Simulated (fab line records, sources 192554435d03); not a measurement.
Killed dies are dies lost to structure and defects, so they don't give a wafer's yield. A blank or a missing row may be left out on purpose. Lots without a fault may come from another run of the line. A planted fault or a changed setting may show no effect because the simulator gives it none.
Which tool did it? | flow n5_finfet | 14 lots, 39 wafers sampled, at 4 steps of a route of 1938

WHAT THE GAUGES READ, wafer by wafer
The record holds no reading of a measuring or inspecting step that can be judged against a usual standard deviation.

WHICH TOOL RAN EACH LOT (tool, then ch and the chambers of the sampled wafers, then the start)
lot  | N5_BEOL_M3_HM_OPEN_17             | N5_BEOL_M3_DEVELOP_27             | N5_BEOL_M3_ETCH_77                 | N5_BEOL_M3_ETCH_70
L777 | rie_metal-03 ch 0,1, day 7 03:14  | litho_track-05 ch 0, day 7 03:40  | rie_diel-06 ch 0,1,2, day 7 03:52  | rie_diel-02 ch 2,3, day 7 05:31
L778 | rie_metal-02 ch 0,1, day 7 03:26  | litho_track-03 ch 0, day 7 03:52  | rie_diel-06 ch 1,2, day 7 04:05    | rie_diel-06 ch 0,1,2, day 7 05:37
L781 | rie_metal-02 ch 0,1, day 7 23:47  | litho_track-05 ch 0, day 8 00:15  | rie_diel-02 ch 0,2,3, day 8 00:28  | rie_diel-02 ch 1,2,3, day 8 06:37
L782 | rie_metal-02 ch 0,1, day 8 07:02  | litho_track-01 ch 0, day 8 07:29  | rie_diel-02 ch 0,1,3, day 8 07:48  | rie_diel-06 ch 1,2,3, day 8 18:22
L785 | rie_metal-01 ch 0, day 9 09:05    | litho_track-03, day 9 09:32       | rie_diel-02 ch 0, day 9 09:45      | rie_diel-02 ch 3, day 9 12:47
L786 | rie_metal-03 ch 0,1, day 9 14:17  | litho_track-01, day 9 14:42       | rie_diel-02 ch 1,2,3, day 9 14:55  | rie_diel-02 ch 0,1,3, day 9 15:59
L788 | rie_metal-01 ch 0, day 10 03:14   | litho_track-03 ch 0, day 10 03:49 | rie_diel-04 ch 1,3, day 10 04:01   | rie_diel-02 ch 0,1, day 10 05:19
L794 | rie_metal-02 ch 0,1, day 11 11:01 | litho_track-03 ch 0, day 11 11:34 | rie_diel-02 ch 0,2,3, day 11 11:47 | rie_diel-02 ch 0,2,3, day 12 04:09
L795 | rie_metal-02 ch 0,1, day 11 14:26 | litho_track-03 ch 0, day 11 15:01 | rie_diel-04 ch 1,2, day 11 15:19   | rie_diel-04 ch 0,1,3, day 12 04:12
L796 | rie_metal-03 ch 0,1, day 11 17:40 | litho_track-01 ch 0, day 11 18:19 | rie_diel-04 ch 0,2, day 11 18:59   | rie_diel-04 ch 1,2, day 12 05:56
L797 | rie_metal-01 ch 0,1, day 12 15:47 | litho_track-03 ch 0, day 12 16:11 | rie_diel-04 ch 0,2, day 12 16:24   | rie_diel-06 ch 2,3, day 12 20:05
L798 | rie_metal-02 ch 0,1, day 12 21:34 | litho_track-05 ch 0, day 12 22:01 | rie_diel-06 ch 0,1, day 12 22:14   | rie_diel-04 ch 0,3, day 13 01:31
L799 | rie_metal-01 ch 0,1, day 13 03:22 | litho_track-03 ch 0, day 13 03:51 | rie_diel-02 ch 1,2,3, day 13 04:04 | rie_diel-06 ch 0,1,2, day 13 09:47
L800 | rie_metal-01 ch 0,1, day 13 03:40 | litho_track-03 ch 0, day 13 04:04 | rie_diel-02 ch 1,3, day 13 04:17   | rie_diel-02 ch 0,2,3, day 13 04:35
- N5_BEOL_M3_HM_OPEN_17: chemistry Cl2/BCl3, target TiN, target depth 20 nm, overetch 6 nm.
- N5_BEOL_M3_DEVELOP_27: develop time 30 s.
- N5_BEOL_M3_ETCH_77: etches underlayer in N2/H2, target depth 6.5 nm, time 5.2 s.
- N5_BEOL_M3_ETCH_70: etches SOC in N2/H2, target depth 80 nm, overetch 16 nm, time 120 s.

WHAT THE TOOLS THEMSELVES READ (means of the sampled wafers that have a number; where no wafer has one, the mark that the record gives instead)
N5_BEOL_M3_HM_OPEN_17. Usual: drypump_motor_current_A 5.50 A, standard deviation 0.3; mfc_ar_sccm 25.00 sccm, standard deviation 0.077; oes_product_au 0.67 a.u., standard deviation 0.1; throttle_valve_pct 22.28 %, standard deviation 0.26.
lot  | tool         | drypump_motor_current_A (A) | mfc_ar_sccm (sccm) | oes_product_au (a.u.) | throttle_valve_pct (%) | flag
L777 | rie_metal-03 | 5.81                        | 25.07              | 0.66                  | 22.41                  |
L778 | rie_metal-02 | 5.13                        | 24.94              | 0.52                  | 22.36                  |
L781 | rie_metal-02 | 5.13                        | 25.05              | 0.52                  | 22.36                  |
L782 | rie_metal-02 | 5.13                        | 25.01              | 0.53                  | 22.34                  |
L785 | rie_metal-01 | 5.48                        | 24.96              | 0.75                  | 22.58                  |
L786 | rie_metal-03 | 5.83                        | 25.03              | 0.64                  | 22.42                  |
L788 | rie_metal-01 | 5.48                        | 24.95              | 0.75                  | 22.59                  |
L794 | rie_metal-02 | 5.16                        | 24.98              | 0.82                  | 22.09                  |
L795 | rie_metal-02 | 5.13                        | 25.05              | 0.82                  | 22.08                  |
L796 | rie_metal-03 | 5.83                        | 25.03              | 0.64                  | 22.42                  |
L797 | rie_metal-01 | 5.52                        | 25.04              | 0.73                  | 22.34                  |
L798 | rie_metal-02 | 5.30                        | 24.97              | 0.79                  | 22.16                  |
L799 | rie_metal-01 | 5.58                        | 25.03              | 0.73                  | 22.07                  |
L800 | rie_metal-01 | 5.51                        | 24.97              | 0.73                  | 22.33                  |

N5_BEOL_M3_DEVELOP_27. Usual: chill_plate_temp_C 23.03 C, standard deviation 0.098.
lot  | tool           | chill_plate_temp_C (C) | flag
L777 | litho_track-05 | 23.07                  |
L778 | litho_track-03 | 23.05                  |
L781 | litho_track-05 | 22.97                  |
L782 | litho_track-01 | 23.03                  |
L785 | litho_track-03 | -                      | OFF
L786 | litho_track-01 | -                      | OFF
L788 | litho_track-03 | 22.87                  |
L794 | litho_track-03 | 23.10                  |
L795 | litho_track-03 | 23.16                  |
L796 | litho_track-01 | 23.09                  |
L797 | litho_track-03 | 23.10                  |
L798 | litho_track-05 | 23.03                  |
L799 | litho_track-03 | 23.02                  |
L800 | litho_track-03 | 23.10                  |

N5_BEOL_M3_ETCH_77. Usual: drypump_motor_current_A 5.8 A, standard deviation 0.57; etch_rf_on_time_s 5.23 s, standard deviation 0.23; oes_product_au 0.65 a.u., standard deviation 0.086; rf_vpp_V 524.2 V, standard deviation 2.7; showerhead_plenum_p_Torr 2.55 Torr, standard deviation 0.085; throttle_valve_pct 17.75 %, standard deviation 0.29.
lot  | tool        | drypump_motor_current_A (A) | etch_rf_on_time_s (s) | oes_product_au (a.u.) | rf_vpp_V (V) | showerhead_plenum_p_Torr (Torr) | throttle_valve_pct (%) | flag
L777 | rie_diel-06 | 5.8                         | 5.15                  | 0.71                  | 524.8        | 2.56                            | 17.71                  |
L778 | rie_diel-06 | 5.9                         | 5.08                  | 0.76                  | 523.0        | 2.51                            | 17.60                  |
L781 | rie_diel-02 | 6.4                         | 5.14                  | 0.70                  | 524.5        | 2.52                            | 17.72                  |
L782 | rie_diel-02 | 6.0                         | 5.27                  | 0.68                  | 525.0        | 2.58                            | 17.61                  |
L785 | rie_diel-02 | 6.4                         | 4.83                  | 0.84                  | 528.1        | 2.59                            | 17.27                  |
L786 | rie_diel-02 | 6.0                         | 5.20                  | 0.61                  | 524.3        | 2.53                            | 17.85                  |
L788 | rie_diel-04 | 6.1                         | 5.48                  | 0.58                  | 522.8        | 2.52                            | 17.80                  |
L794 | rie_diel-02 | 6.4                         | 5.23                  | 0.66                  | 522.6        | 2.51                            | 17.76                  |
L795 | rie_diel-04 | 5.4                         | 5.30                  | 0.60                  | 526.5        | 2.62                            | 17.76                  |
L796 | rie_diel-04 | 5.2                         | 5.32                  | 0.61                  | 526.6        | 2.64                            | 17.89                  |
L797 | rie_diel-04 | 5.2                         | 5.33                  | 0.61                  | 526.6        | 2.64                            | 17.87                  |
L798 | rie_diel-06 | 5.7                         | 5.21                  | 0.62                  | 525.2        | 2.61                            | 17.89                  |
L799 | rie_diel-02 | 5.9                         | 5.23                  | 0.68                  | 522.2        | 2.52                            | 17.71                  |
L800 | rie_diel-02 | 5.5                         | 5.26                  | 0.75                  | 525.3        | 2.58                            | 17.44                  |

N5_BEOL_M3_ETCH_70. Usual: drypump_motor_current_A 5.9 A, standard deviation 0.55; oes_product_au 0.59 a.u., standard deviation 0.071; rf_vpp_V 524.1 V, standard deviation 2.3; showerhead_plenum_p_Torr 2.55 Torr, standard deviation 0.081; throttle_valve_pct 17.7 %, standard deviation 0.32.
lot  | tool        | drypump_motor_current_A (A) | oes_product_au (a.u.) | rf_vpp_V (V) | showerhead_plenum_p_Torr (Torr) | throttle_valve_pct (%) | flag
L777 | rie_diel-02 | 6.5                         | 0.56                  | 522.8        | 2.51                            | 17.9                   |
L778 | rie_diel-06 | 5.8                         | 0.63                  | 525.4        | 2.56                            | 17.7                   |
L781 | rie_diel-02 | 6.0                         | 0.55                  | 522.9        | 2.53                            | 17.8                   |
L782 | rie_diel-06 | 5.6                         | 0.62                  | 521.8        | 2.49                            | 17.7                   |
L785 | rie_diel-02 | 6.4                         | 0.55                  | 523.5        | 2.54                            | 17.9                   |
L786 | rie_diel-02 | 6.0                         | 0.60                  | 524.8        | 2.58                            | 17.6                   |
L788 | rie_diel-02 | 5.8                         | 0.62                  | 526.0        | 2.60                            | 17.4                   |
L794 | rie_diel-02 | 6.4                         | 0.59                  | 523.0        | 2.51                            | 17.7                   |
L795 | rie_diel-04 | 5.8                         | 0.62                  | 526.3        | 2.66                            | 17.7                   |
L796 | rie_diel-04 | 5.8                         | 0.54                  | 526.1        | 2.62                            | 17.7                   |
L797 | rie_diel-06 | 5.9                         | 0.61                  | 522.1        | 2.45                            | 17.9                   |
L798 | rie_diel-04 | 5.7                         | 0.67                  | 527.7        | 2.69                            | 17.6                   |
L799 | rie_diel-06 | 5.8                         | 0.60                  | 524.7        | 2.55                            | 17.7                   |
L800 | rie_diel-02 | 6.5                         | 0.59                  | 521.8        | 2.51                            | 17.7                   |

THE ANSWER, worked out from the rows above alone
Rule: a lot is off if the mean of its wafers that have a number lies more than 3 standard deviations from the usual mean. A lot without any number at a reading at which 4 lots or more have one is off too. The other lots that the step has rows for count as sound. The gauges are gone through in route order, then the tools' own readings, and for those a lot's mean is taken as printed above. The first step at which some lot is off is used, and at that step the reading that is off furthest; a lot without a number counts as furthest.
Off: L785, L786, at N5_BEOL_M3_DEVELOP_27 (chill_plate_temp_C). Without a number there: L785, L786.
A tool fits if, at that step or a process step before it, it ran every lot that is off, and no sound lot after the first of them. None of those tried fits.

WHAT THE SIMULATOR HAD PUT IN
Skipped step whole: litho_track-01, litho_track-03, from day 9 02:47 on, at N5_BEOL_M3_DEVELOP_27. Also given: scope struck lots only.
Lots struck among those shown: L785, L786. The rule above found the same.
